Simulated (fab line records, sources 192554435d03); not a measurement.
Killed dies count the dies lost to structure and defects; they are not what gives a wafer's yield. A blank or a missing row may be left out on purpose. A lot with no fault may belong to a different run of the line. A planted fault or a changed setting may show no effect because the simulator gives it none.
The tool behind it: which one? | flow n5-finfet | 9 lots with 27 wafers sampled at 6 steps, on a route of 1938 steps

== WHAT EACH GAUGE READ, for each wafer ==
N5_WELL_APT_CD_MEAS_25: target cd 200 nm.
lot  | measured    | on        | cd-nm (nm)
L409 | day 2 04:05 | cd-sem-03 | 199.4 199.0 202.4
L411 | day 2 15:09 | cd-sem-02 | 198.5 198.9 198.4
L418 | day 4 08:56 | cd-sem-01 | 196.5 199.7 196.9
L419 | day 4 14:56 | cd-sem-01 | 197.9 194.5 199.4
L420 | day 4 21:10 | cd-sem-03 | 200.5 201.3 197.6
L422 | day 5 09:40 | cd-sem-03 | 197.3 201.9 201.3
L423 | day 5 14:48 | cd-sem-03 | 199.9 197.0 196.3
L424 | day 5 20:59 | cd-sem-01 | 199.9 198.2 199.4
L426 | day 6 09:19 | cd-sem-02 | 197.5 199.0 199.7

N5_PMOS_HMC_CHANNEL_EPI_THK_MEAS_22.
lot  | measured    | on            | HMC_CMP_THK (nm)
L409 | day 2 09:27 | film-metro-02 | 55.3 51.5 54.4
L411 | day 2 20:24 | film-metro-01 | 53.5 52.1 51.7
L418 | day 4 14:22 | film-metro-01 | 54.8 53.0 54.5
L419 | day 4 20:27 | film-metro-01 | 56.1 54.8 54.8
L420 | day 5 02:08 | film-metro-01 | 54.6 53.6 54.1
L422 | day 5 14:33 | film-metro-01 | 54.3 53.0 54.7
L423 | day 5 19:49 | film-metro-01 | 52.5 42.5 51.6
L424 | day 6 01:41 | film-metro-01 | 55.2 54.9 55.1
L426 | day 6 14:02 | film-metro-02 | 54.3 54.3 51.2

N5_BEOL_M4_RC_MEAS_101.
lot  | measured     | on        | DIBL_N (mV/V)  | DIBL_P (mV/V)  | IOFF_N (nA/um) | IOFF_P (nA/um) | ION_N (uA/um) | ION_P (uA/um) | SS_N (mV/dec)  | SS_P (mV/dec)  | VT_N (mV)   | VT_P (mV)
L409 | day 8 05:15  | prober-01 | 40.3 39.0 38.0 | 40.8 38.0 38.5 | 0.21 0.17 0.17 | 0.26 0.21 0.23 | 705 685 665   | 477 461 456   | 72.5 72.2 71.6 | 74.6 73.5 73.4 | 248 250 250 | -248 -254 -252
L411 | day 8 22:30  | prober-01 | 37.9 33.1 34.5 | 36.9 32.0 32.7 | 0.17 0.11 0.12 | 0.20 0.14 0.14 | 657 679 660   | 450 458 447   | 72.0 71.3 70.7 | 73.5 71.7 72.0 | 251 252 257 | -251 -257 -256
L418 | day 10 11:44 | prober-01 | 37.4 36.5 38.0 | 38.8 35.5 38.7 | 0.19 0.15 0.19 | 0.24 0.18 0.24 | 682 667 697   | 463 448 475   | 72.1 71.5 72.1 | 73.5 71.9 73.1 | 248 251 245 | -250 -253 -249
L419 | day 10 19:13 | prober-02 | 34.1 34.8 35.5 | 33.5 34.8 36.5 | 0.12 0.13 0.16 | 0.18 0.19 0.23 | 677 684 711   | 468 477 484   | 69.9 71.2 70.5 | 72.7 73.0 73.3 | 252 252 246 | -252 -249 -246
L420 | day 11 04:23 | prober-01 | 39.9 40.1 38.0 | 40.6 41.1 40.3 | 0.24 0.24 0.19 | 0.30 0.30 0.28 | 686 701 673   | 472 468 465   | 72.7 73.2 71.8 | 74.0 74.5 74.7 | 245 249 247 | -245 -246 -243
L422 | day 11 11:47 | prober-01 | 35.1 35.5 36.0 | 35.5 35.2 37.2 | 0.17 0.16 0.18 | 0.21 0.20 0.22 | 667 662 672   | 459 451 461   | 71.8 71.6 72.4 | 73.4 72.3 73.4 | 250 251 250 | -249 -251 -250
L423 | day 11 19:21 | prober-01 | 39.2 36.9 36.5 | 41.4 37.1 37.2 | 0.21 0.16 0.14 | 0.29 0.21 0.20 | 693 668 665   | 474 428 456   | 72.1 71.3 71.3 | 74.3 72.5 73.1 | 249 250 253 | -245 -252 -253
L424 | day 11 20:03 | prober-02 | 34.8 32.5 34.2 | 37.0 34.5 36.5 | 0.14 0.11 0.13 | 0.21 0.17 0.19 | 662 665 658   | 461 463 460   | 71.4 70.2 70.7 | 73.7 72.6 73.0 | 254 258 255 | -249 -253 -252
L426 | day 12 14:08 | prober-01 | 40.3 40.3 35.6 | 42.7 41.8 37.4 | 0.30 0.27 0.19 | 0.37 0.34 0.24 | 702 679 703   | 484 466 483   | 73.1 73.4 71.7 | 74.9 76.0 72.8 | 240 245 245 | -243 -246 -247

== WHAT TOOL EACH LOT RAN ON (gives the tool, then ch and the chambers of the sampled wafers, and finally the start) ==
lot  | N5_WELL_APT_DESCUM_30             | N5_PMOS_HMC_CHANNEL_EPI_FIN_RECESS_16 | N5_PMOS_HMC_CHANNEL_EPI_EPI_26
L409 | rie-diel-04 ch 0,2,3, day 2 04:10 | rie-si-03 ch 0,1,2, day 2 07:38       | epi-rpcvd-03 ch 0, day 2 09:33
L411 | rie-diel-03 ch 1,2,3, day 2 15:20 | rie-si-06 ch 0,1, day 2 18:35         | epi-rpcvd-01 ch 0, day 2 20:37
L418 | rie-diel-03 ch 0,2,3, day 4 09:01 | rie-si-04 ch 1,2, day 4 11:38         | epi-rpcvd-02 ch 0, day 4 14:29
L419 | rie-diel-01 ch 2,3, day 4 15:04   | rie-si-04 ch 2,3, day 4 17:43         | epi-rpcvd-03 ch 0, day 4 20:34
L420 | rie-diel-04 ch 1,2,3, day 4 21:16 | rie-si-06 ch 1,3, day 5 00:20         | epi-rpcvd-03 ch 0, day 5 02:14
L422 | rie-diel-01 ch 0,1,3, day 5 09:46 | rie-si-03 ch 0,2,3, day 5 12:45       | epi-rpcvd-03 ch 0, day 5 14:47
L423 | rie-diel-01 ch 2,3, day 5 14:53   | rie-si-03 ch 0,1,3, day 5 18:00       | epi-rpcvd-03 ch 0, day 5 20:07
L424 | rie-diel-04 ch 0,1, day 5 21:23   | rie-si-04 ch 2,3, day 5 23:53         | epi-rpcvd-02 ch 0, day 6 01:51
L426 | rie-diel-03 ch 0,1,3, day 6 09:28 | rie-si-06 ch 0,3, day 6 12:14         | epi-rpcvd-02 ch 0, day 6 14:08
- N5_WELL_APT_DESCUM_30: chemistry O2, time 7.9 s.
- N5_PMOS_HMC_CHANNEL_EPI_FIN_RECESS_16: chemistry HBr/Cl2, target Si, target depth 54 nm, time 18 s.
- N5_PMOS_HMC_CHANNEL_EPI_EPI_26: deposits Si from SiH4/H2, target thk 3.8 nm, time 22.7 s.

== AS READ BY THE TOOLS THEMSELVES (means over the sampled wafers that have a number; for cases with no such wafer, the mark the record gives instead) ==
N5_WELL_APT_DESCUM_30.
lot  | tool        | bias-power-w (W) | drypump-motor-current-A (A) | oes-product-au (a.u.) | rf-vpp-V (V) | showerhead-plenum-p-Torr (Torr) | throttle-valve-pct (%)
L409 | rie-diel-04 | 19.94            | 5.2                         | 0.78                  | 241.9        | 2.06                            | 20.36
L411 | rie-diel-03 | 20.01            | 5.6                         | 0.85                  | 244.8        | 2.13                            | 20.29
L418 | rie-diel-03 | 20.01            | 6.0                         | 0.77                  | 243.4        | 2.11                            | 20.52
L419 | rie-diel-01 | 19.95            | 5.3                         | 0.72                  | 242.7        | 2.03                            | 20.53
L420 | rie-diel-04 | 20.04            | 5.3                         | 0.86                  | 243.2        | 2.08                            | 20.21
L422 | rie-diel-01 | 20.01            | 6.0                         | 0.78                  | 243.7        | 2.11                            | 20.35
L423 | rie-diel-01 | 20.04            | 5.5                         | 0.74                  | 243.5        | 2.08                            | 20.37
L424 | rie-diel-04 | 20.07            | 5.6                         | 0.92                  | 244.4        | 2.17                            | 20.32
L426 | rie-diel-03 | 20.03            | 5.7                         | 0.79                  | 245.3        | 2.18                            | 20.46

N5_PMOS_HMC_CHANNEL_EPI_FIN_RECESS_16.
lot  | tool      | drypump-motor-current-A (A) | oes-product-au (a.u.) | throttle-valve-pct (%)
L409 | rie-si-03 | 6.0                         | 0.984                 | 35.1
L411 | rie-si-06 | 5.2                         | 0.974                 | 36.0
L418 | rie-si-04 | 6.0                         | 1.013                 | 35.6
L419 | rie-si-04 | 5.6                         | 1.016                 | 35.7
L420 | rie-si-06 | 5.5                         | 0.989                 | 35.9
L422 | rie-si-03 | 5.9                         | 0.996                 | 34.9
L423 | rie-si-03 | 5.5                         | 0.941                 | 35.3
L424 | rie-si-04 | 5.2                         | 1.010                 | 35.8
L426 | rie-si-06 | 5.1                         | 0.981                 | 36.3

N5_PMOS_HMC_CHANNEL_EPI_EPI_26.
lot  | tool         | throttle-valve-pct (%)
L409 | epi-rpcvd-03 | 11.7
L411 | epi-rpcvd-01 | 11.7
L418 | epi-rpcvd-02 | 10.8
L419 | epi-rpcvd-03 | 11.8
L420 | epi-rpcvd-03 | 11.6
L422 | epi-rpcvd-03 | 11.6
L423 | epi-rpcvd-03 | 11.4
L424 | epi-rpcvd-02 | 10.6
L426 | epi-rpcvd-02 | 10.8

== THE ANSWER, worked out from the rows above alone ==
Rule: usual is defined by the lots themselves. Put in order of their means at a reading, lots are off if they are a third of the lots or fewer, leave a main group of 4 or more, and stand apart from it by a gap of 3 or more times the standard deviation of the main group's means; of several such gaps the widest counts. A main group whose means are all the same, to the digits that the tables above print for the reading, isn't used. Also off: a lot with no number at a reading for which 4 or more lots have one. Any other lot the step has rows for is counted as sound. Order of review: gauges by route order, followed by the tools' own readings, for which a lot's mean as printed above is used. At the first step where some lot is off, the reading lying furthest off is the one used; lots without a number count as furthest.
Off: L423, seen at N5_PMOS_HMC_CHANNEL_EPI_THK_MEAS_22 (HMC_CMP_THK). Main group: mean 54.0 nm, sd 0.85.
A tool fits if, at a process step before that reading, it ran every lot that is off, and no sound lot after the first of them. The gauges at N5_PMOS_HMC_CHANNEL_EPI_THK_MEAS_22 are tried like those tools. This does not decide it: 2 tools fit, namely rie-diel-01 at N5_WELL_APT_DESCUM_30 and rie-si-03 at N5_PMOS_HMC_CHANNEL_EPI_FIN_RECESS_16.

== WHAT THE SIMULATOR HAD PUT IN ==
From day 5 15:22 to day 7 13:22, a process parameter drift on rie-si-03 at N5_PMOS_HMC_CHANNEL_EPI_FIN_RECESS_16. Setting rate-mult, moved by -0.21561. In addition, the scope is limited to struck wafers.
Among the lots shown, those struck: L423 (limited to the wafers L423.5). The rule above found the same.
